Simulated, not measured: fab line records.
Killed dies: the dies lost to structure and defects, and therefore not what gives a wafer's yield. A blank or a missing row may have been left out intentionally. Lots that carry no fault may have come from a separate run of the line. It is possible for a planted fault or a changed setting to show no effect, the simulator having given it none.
Which tool did it?    flow n5Finfet    28 wafers from 10 lots sampled at 6 of the route's 1938 steps

WHAT EACH GAUGE READ, for each wafer
N5_BEOL_M0_OCD_MEAS_108.
lot   measured      on      trenchDepthNm (nm)
L610  day 6 17:09   ocd-02  32.7 31.6 33.2
L611  day 6 20:32   ocd-01  33.1 34.8 32.0
L612  day 7 01:02   ocd-01  31.5 33.9 33.3
L617  day 8 08:55   ocd-01  34.7 33.3
L618  day 8 20:35   ocd-02  33.3 33.3 32.8
L619  day 9 01:16   ocd-02  33.8 33.5 33.3
L622  day 9 17:34   ocd-01  34.4 32.1
L626  day 10 12:50  ocd-01  33.4 34.1 32.4
L627  day 11 04:08  ocd-02  33.1 33.3 33.4
L630  day 11 14:40  ocd-01  32.5 33.0 35.0

N5_BEOL_M0_INSPECT_127: inspects for defects (darkfield).
lot   measured      on                rawDefectCount
L610  day 6 21:13   defectInspect-01  69 62 57
L611  day 7 00:58   defectInspect-02  88 101 125
L612  day 7 04:49   defectInspect-01  66 30 50
L617  day 8 12:20   defectInspect-01  3535 66
L618  day 9 01:39   defectInspect-01  94 3543 39
L619  day 9 05:09   defectInspect-01  41 74 57
L622  day 9 20:24   defectInspect-02  3452 3405
L626  day 10 16:50  defectInspect-02  124 68 116
L627  day 11 08:34  defectInspect-01  78 66 65
L630  day 11 18:28  defectInspect-01  96 94 138

N5_BEOL_M1_THK_MEAS_01.
lot   measured      on            M1_ILD_THK (nm)
L610  day 6 21:19   filmMetro-02  77.5 80.1 79.3
L611  day 7 01:04   filmMetro-02  80.7 77.4 81.1
L612  day 7 04:56   filmMetro-01  79.5 77.6 77.7
L617  day 8 12:27   filmMetro-02  78.9
L618  day 9 01:46   filmMetro-02  77.4 78.7
L619  day 9 05:15   filmMetro-01  80.2 80.2 79.2
L626  day 10 16:56  filmMetro-01  79.6 79.8 77.6
L627  day 11 08:41  filmMetro-01  78.8 80.5 79.5
L630  day 11 18:34  filmMetro-02  79.5 77.9 78.1

N5_BEOL_M4_RC_MEAS_101.
lot   measured      on         DIBL_N (mV/V)   DIBL_P (mV/V)   IOFF_N (nA/um)  IOFF_P (nA/um)  ION_N (uA/um)  ION_P (uA/um)  SS_N (mV/dec)   SS_P (mV/dec)   VT_N (mV)    VT_P (mV)
L610  day 8 13:13   prober-02  44.2 35.3 38.9  45.7 36.6 40.1  0.35 0.15 0.20  0.40 0.23 0.28  696 685 669    473 471 463    73.9 71.3 72.6  76.2 73.1 73.9  242 251 247  -242 -250 -247
L611  day 8 22:30   prober-01  37.9 33.1 34.5  36.9 32.0 32.7  0.17 0.11 0.12  0.20 0.14 0.14  657 679 660    450 458 447    72.0 71.3 70.7  73.5 71.7 72.0  251 252 257  -251 -257 -256
L612  day 9 03:58   prober-01  36.8 39.4 35.4  38.4 42.4 37.2  0.15 0.25 0.14  0.23 0.32 0.21  665 709 668    467 489 464    71.2 73.4 71.2  74.1 74.4 74.1  253 245 254  -250 -246 -254
L617  day 10 08:50  prober-01  36.9            37.0            0.16            0.17            680            450            72.0            73.5            250          -256
L618  day 10 11:44  prober-01  37.4 38.0       38.8 38.7       0.19 0.19       0.24 0.24       682 697        463 475        72.1 72.1       73.5 73.1       248 245      -250 -249
L619  day 10 19:13  prober-02  34.1 34.8 35.5  33.5 34.8 36.5  0.12 0.13 0.16  0.18 0.19 0.23  677 684 711    468 477 484    69.9 71.2 70.5  72.7 73.0 73.3  252 252 246  -252 -249 -246
L626  day 12 14:08  prober-01  40.3 40.3 35.6  42.7 41.8 37.4  0.30 0.27 0.19  0.37 0.34 0.24  702 679 703    484 466 483    73.1 73.4 71.7  74.9 76.0 72.8  240 245 245  -243 -246 -247
L627  day 12 21:37  prober-01  37.9 34.5 35.7  40.9 35.3 38.1  0.19 0.13 0.16  0.23 0.15 0.19  669 664 666    459 449 449    72.2 71.4 71.5  73.8 72.8 73.4  248 251 247  -251 -256 -254
L630  day 13 12:54  prober-02  36.6 37.9 37.5  38.0 38.7 39.5  0.18 0.18 0.22  0.20 0.21 0.24  698 673 697    473 456 466    71.7 71.9 72.2  73.0 73.6 73.6  247 249 243  -252 -252 -249

WHAT TOOL EACH LOT RAN ON (gives the tool, then ch and the chambers of the sampled wafers, and finally the start)
lot   N5_BEOL_M0_CMP_120             N5_BEOL_M0_PRE_CLEAN_131
L610  cmp-02 ch 1,2, day 6 20:38     cvdCo-02 ch 0,2, day 6 20:58
L611  cmp-02 ch 1,2,3, day 7 00:28   cvdCo-02 ch 0,1,2, day 7 00:43
L612  cmp-02 ch 1,3, day 7 04:14     cvdCo-02 ch 0,1,2, day 7 04:34
L617  cmp-02 ch 0,1, day 8 11:34     cvdCo-02 ch 2, day 8 12:03
L618  cmp-02 ch 0,1,3, day 9 01:04   cvdCo-02 ch 1,2, day 9 01:24
L619  cmp-03 ch 1,3, day 9 04:34     cvdCo-01 ch 0,1,2, day 9 04:54
L622  cmp-02 ch 1,3, day 9 19:52     cvdCo-02 ch 1,2, day 9 20:09
L626  cmp-03 ch 1,2, day 10 16:17    cvdCo-01 ch 0,1, day 10 16:35
L627  cmp-01 ch 1,2, day 11 07:37    cvdCo-02 ch 0,1,2, day 11 08:19
L630  cmp-03 ch 0,1,2, day 11 17:55  cvdCo-01 ch 0,1,2, day 11 18:13
- N5_BEOL_M0_CMP_120: polishes, stops on SiOC, t overpolish 6.9 s.
- N5_BEOL_M0_PRE_CLEAN_131: time 15 s.

WHAT THE TOOLS THEMSELVES READ (means of the sampled wafers that have a number; where no wafer has one, the mark that the record gives instead)
N5_BEOL_M0_CMP_120.
lot   tool    barrierFieldEndpointS (s)  headPressurePsi (psi)  motorCurrentA (A)  overpolishRunS (s)  timeToEndpointS (s)
L610  cmp-02  3.91                       0.9982                 6.1                6.901               66
L611  cmp-02  3.64                       1.0005                 6.6                6.907               65
L612  cmp-02  3.77                       1.0029                 6.9                6.904               63
L617  cmp-02  5.70                       0.9992                 7.0                6.900               69
L618  cmp-02  4.90                       0.9993                 6.7                6.911               69
L619  cmp-03  3.57                       1.0008                 7.6                6.902               61
L622  cmp-02  7.42                       1.0004                 7.2                6.890               81
L626  cmp-03  3.60                       1.0022                 7.0                6.904               62
L627  cmp-01  3.54                       0.9995                 6.1                6.907               61
L630  cmp-03  3.78                       1.0011                 6.6                6.911               63

N5_BEOL_M0_PRE_CLEAN_131.
lot   tool      heaterPowerW (W)
L610  cvdCo-02  93
L611  cvdCo-02  84
L612  cvdCo-02  84
L617  cvdCo-02  90
L618  cvdCo-02  80
L619  cvdCo-01  74
L622  cvdCo-02  78
L626  cvdCo-01  79
L627  cvdCo-02  84
L630  cvdCo-01  74

THE ANSWER, worked out from the rows above alone
Rule: the usual values come from the lots themselves. Put in order of their means at a reading, lots are off if they are a third of the lots or fewer, leave a main group of 4 or more, and stand apart from it by a gap of 3 or more times the standard deviation of the main group's means; of several such gaps the widest counts. If all means in a main group match to the digits the tables above print for the reading, that group is not used. Also off: a lot with no number at a reading for which 4 or more lots have one. All remaining lots with rows at the step are treated as sound. Order of review: gauges by route order, followed by the tools' own readings, for which a lot's mean as printed above is used. At the first step where some lot is off, the reading lying furthest off is the one used; lots without a number count as furthest.
Off at N5_BEOL_M0_INSPECT_127 (rawDefectCount): L617, L618, L622. Mean 79 and standard deviation 24 in the main group.
A tool fits if, at a process step before that reading, it ran every lot that is off, and no sound lot after the first of them. The gauges at N5_BEOL_M0_INSPECT_127 aren't tried: what is off there is off at N5_BEOL_M0_CMP_120 too, on other tools, and a gauge's error can't cause that. One fits: N5_BEOL_M0_CMP_120 on cmp-02. A fault onset in the window from L612 (day 7 04:14, its last sound lot) to L617 (day 8 11:34, its first lot off) fits.
The tool's own readings at N5_BEOL_M0_CMP_120 bear it out: on the lots that are off they differ by more than 5 times the standard deviation of the sound lots' means. barrierFieldEndpointS reads 6.01 s there against 3.69 s on the sound lots; timeToEndpointS reads 73 s there against 63 s on the sound lots.

WHAT HAD BEEN PUT IN BY THE SIMULATOR
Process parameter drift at N5_BEOL_M0_CMP_120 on cmp-02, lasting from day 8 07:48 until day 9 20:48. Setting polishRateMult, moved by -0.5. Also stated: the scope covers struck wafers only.
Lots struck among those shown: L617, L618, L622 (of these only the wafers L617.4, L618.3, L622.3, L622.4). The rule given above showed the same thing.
